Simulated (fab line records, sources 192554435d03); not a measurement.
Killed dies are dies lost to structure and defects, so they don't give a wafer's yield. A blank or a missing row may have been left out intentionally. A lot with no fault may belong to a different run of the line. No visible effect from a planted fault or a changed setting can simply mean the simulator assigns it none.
Split-lot study -- flow n5 finfet -- on a route of 1938 steps: 7 lots, 21 wafers read

== THE SPLIT ITSELF ==
At N5_BEOL_M7_HM_DEP_02 (deposits TiN, target thk 20 nm), the setting target thk a was moved away from the recipe's 200 angstrom on 9 of the 21 wafers read, by -12.2% to -5.0%. The other wafers ran this setting at the recipe's value.

== FROM THE SPLIT TO THE READING: what the file shows between them, 4 steps ==
- N5_BEOL_M7_COAT_59: time 60 s, resist thk 100 nm
- N5_BEOL_M7_COAT_60: time 60 s, resist thk 35 nm
- N5_BEOL_M7_STRIP_68: strips in N2/H2
- N5_BEOL_M7_STRIP_67: strips in CF4

== THE READING ==
etch.depth nm (the simulator's own value, which no gauge read), in nm, at N5_BEOL_M7_HM_OPEN_17 (chemistry Cl2/BCl3, target TiN, target depth 20 nm, overetch 6 nm). There is no usual value for it anywhere in the file. Average 20.11 nm, standard deviation 0.25 nm, over the 12 wafers here run with the recipe.

wafer,"tool, chamber at the split","target thk a as run, angstrom",against the recipe,"etch.depth nm, nm",against lot-mates on the recipe
L075.1,"pvd sputter-02, -",200,recipe,20.18,-
L075.3,"pvd sputter-02, -",200,recipe,20.12,-
L075.4,"pvd sputter-02, -",200,recipe,20.6,-
L076.1,"pvd sputter-03, -",200,recipe,20.06,-
L076.2,"pvd sputter-03, -",200,recipe,19.75,-
L076.6,"pvd sputter-03, -",180.6,-9.7%,18.13,-1.78
L077.2,"pvd sputter-03, -",175.7,-12.2%,17.3,-2.58
L077.5,"pvd sputter-03, -",200,recipe,19.88,-
L077.6,"pvd sputter-03, -",175.7,-12.2%,17.59,-2.29
L080.4,"pvd sputter-02, -",182.8,-8.6%,18.52,-1.85
L080.5,"pvd sputter-02, -",182.8,-8.6%,18.44,-1.93
L080.6,"pvd sputter-02, -",200,recipe,20.37,-
L087.1,"pvd sputter-01, -",200,recipe,20.33,-
L087.2,"pvd sputter-01, -",200,recipe,20.28,-
L087.4,"pvd sputter-01, -",190,-5.0%,18.82,-1.48
L089.2,"pvd sputter-03, -",182.7,-8.7%,18.37,-1.40
L089.3,"pvd sputter-03, -",182.7,-8.7%,18.18,-1.59
L089.5,"pvd sputter-03, -",200,recipe,19.77,-
L090.1,"pvd sputter-03, -",184.4,-7.8%,18.73,-1.23
L090.2,"pvd sputter-03, -",200,recipe,20.03,-
L090.4,"pvd sputter-03, -",200,recipe,19.9,-

FIT RESULTS
A straight line over all 21 wafers: etch.depth nm changes by +0.208 nm for each +1% of target thk a; r = +0.98; the points scatter about the line by 0.23 nm.
The same after taking each lot's own level away (the mean of its wafers on the recipe; 21 wafers): +0.195 nm for each +1%; r = +0.98; scatter 0.2 nm.
According to that fit, moving target thk a by its largest amount changes the reading by 2.4 nm.
The lots' own levels span 19.770 to 20.370 nm, that is 2.4 times the standard deviation above.
So the lot-to-lot level changes the slope little: the two slopes agree.
Check: -2.34 nm against its lot-mates is what the line predicts for one of the wafers moved furthest among these (-12.2%) when that wafer is left out of the fit. It came out at -2.58 nm against them.

== THESE WAFERS: OTHER SPLITS ==
Other splits were also applied to these wafers ahead of the reading. Each is held against what the fit with the lots' levels taken away leaves over:
other split on the same wafers,wafers away from the commonest value,r with etch.depth nm (lot level and that fit taken away)
N5_BEOL_M5_HM_DEP_02 target thk a,11,+0.29
N5_BEOL_M5_ETCH_41 source w,7,-0.44
N5_BEOL_M7_PECVD_70 temp c,6,+0.08

== THE WHOLE CHAIN: every reading that the file lists as answering this split, in the file's order ==
step,what it does,reading,change (the file's fit),r (the file's)
N5_BEOL_M7_HM_DEP_02,"deposits TiN, target thk 20 nm","TiN_of_BEOL_M7_HM_DEP_02.thk nm (the simulator's own value, which no gauge read)",+0.191 nm for each +1% of the setting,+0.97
N5_BEOL_M7_HM_OPEN_17,"chemistry Cl2/BCl3, target TiN, target depth 20 nm, overetch 6 nm","etch.depth nm (the simulator's own value, which no gauge read)",+0.195 nm for each +1% of the setting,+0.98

== THE FILE'S OWN FIT ==
etch.depth nm changes by +0.195 nm for each +1% of target thk a, r = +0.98.
